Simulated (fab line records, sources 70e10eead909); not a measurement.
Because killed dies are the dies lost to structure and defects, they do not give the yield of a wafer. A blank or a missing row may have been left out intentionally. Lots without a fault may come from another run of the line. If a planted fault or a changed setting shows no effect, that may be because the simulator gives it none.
A single fault, viewed from 3 desks	flow nand-harc	only its own numbers are on each desk; what lay behind them is given at the end

THE METROLOGY DESK
What the gauges read for every lot (on any tool): the sampled wafers with a number, averaged. Any lot whose mean is over 4 standard deviations away from the usual mean is out of limits and marked OUT; that distance is given in the brackets.
Columns: A = cd-nm at NHARC_P_ZERO_WELL_CD_MEAS_24, usual 719.2 nm; B = trench-depth-nm at NHARC_P_STI_OCD_MEAS_43, usual 301 nm; C = trench-foot-cd-nm at NHARC_P_STI_OCD_MEAS_43, usual 157.5 nm
lot	first seen here	A	B	C
L605	day 1 14:41	717.3	300	157.9
L606	day 1 20:23	720.9	305	156.0
L608	day 2 08:29	719.4	303	155.8
L609	day 2 14:28	720.8	305	155.0
L610	day 2 20:35	720.7	303	160.6
L611	day 3 02:34	719.1	296	163.6
L612	day 3 08:28	720.0	300	159.3
L614	day 3 20:28	719.7	306	154.9
L615	day 4 02:27	720.5	304	155.0
L617	day 4 14:28	720.8	298	156.6
L621	day 5 14:22	717.6	308	157.1
L622	day 5 20:29	716.0	305	156.4
L625	day 6 14:36	719.1	304	161.8
L628	day 7 08:43	719.1	303	155.3
This desk found nothing out of limits on any of the 14 lots.

AT THE TOOL OWNER'S DESK: pecvd-04
The tool's own readings at NHARC_P_ZERO_WELL_PECVD_02 (deposits SiO2, target thk 10 nm): means of the sampled wafers that have a number, for each lot that ran on this tool. Any lot whose mean is over 4 standard deviations away from the usual mean is out of limits and marked OUT; that distance is given in the brackets.
Columns: A = chamber-pressure-Torr at NHARC_P_ZERO_WELL_PECVD_02, usual 6.501 Torr
lot	first seen here	A
L611	day 3 00:26	6.501
L612	day 3 06:29	6.504
L617	day 4 12:29	6.497
L621	day 5 12:31	6.492
L622	day 5 18:29	6.507
L625	day 6 12:36	6.483
This desk found nothing out of limits on any of the 6 lots.

THE DEFECT DESK
Inspection counts along the route, by lot: the mean over sampled wafers that carry a number. Any lot whose mean is over 4 standard deviations away from the usual mean is out of limits and marked OUT; that distance is given in the brackets.
Columns: A = raw-defect-count at NHARC_P_STI_INSPECT_11, usual 4.8
lot	first seen here	A
L605	day 2 11:11	3.3
L606	day 2 16:52	6.3
L608	day 3 04:56	6.0
L609	day 3 12:43	4.0
L610	day 3 17:18	4.3
L611	day 4 02:35	3.0
L612	day 4 02:44	3.3
L614	day 4 17:06	5.7
L615	day 4 23:04	5.0
L617	day 5 11:23	6.3
L621	day 6 07:30	18.0 (+5.5) OUT
L622	day 6 17:14	20.0 (+6.3) OUT
L625	day 7 13:53	15.0 (+4.2) OUT
L628	day 8 01:33	3.7
Finding of this desk: L621, L622, L625 out of limits; the first was L621 at day 6 07:30, on raw-defect-count at NHARC_P_STI_INSPECT_11. Within limits: L605, L606, L608, L609, L610, L611, L612, L614, L615, L617, L628.

PUT TOGETHER
The defect desk could have raised an alarm at day 6 07:30, on L621, L622, L625.
From the metrology desk's view, nothing was out of limits.
Nothing out of limits was seen by the tool owner's desk.
The metrology desk holds a record of L621, L622, L625, inside its limits.
The tool owner's desk has L621, L622, L625 on record, within its limits.
On pecvd-04, each named lot ran NHARC_P_ZERO_WELL_PECVD_02.

WHAT WAS PUT IN BY THE SIMULATOR
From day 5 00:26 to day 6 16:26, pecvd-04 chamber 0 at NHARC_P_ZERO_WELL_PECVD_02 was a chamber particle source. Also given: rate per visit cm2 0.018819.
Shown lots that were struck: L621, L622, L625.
Hours from the fault's start to each desk's first reading out of limits: the defect desk, 31.
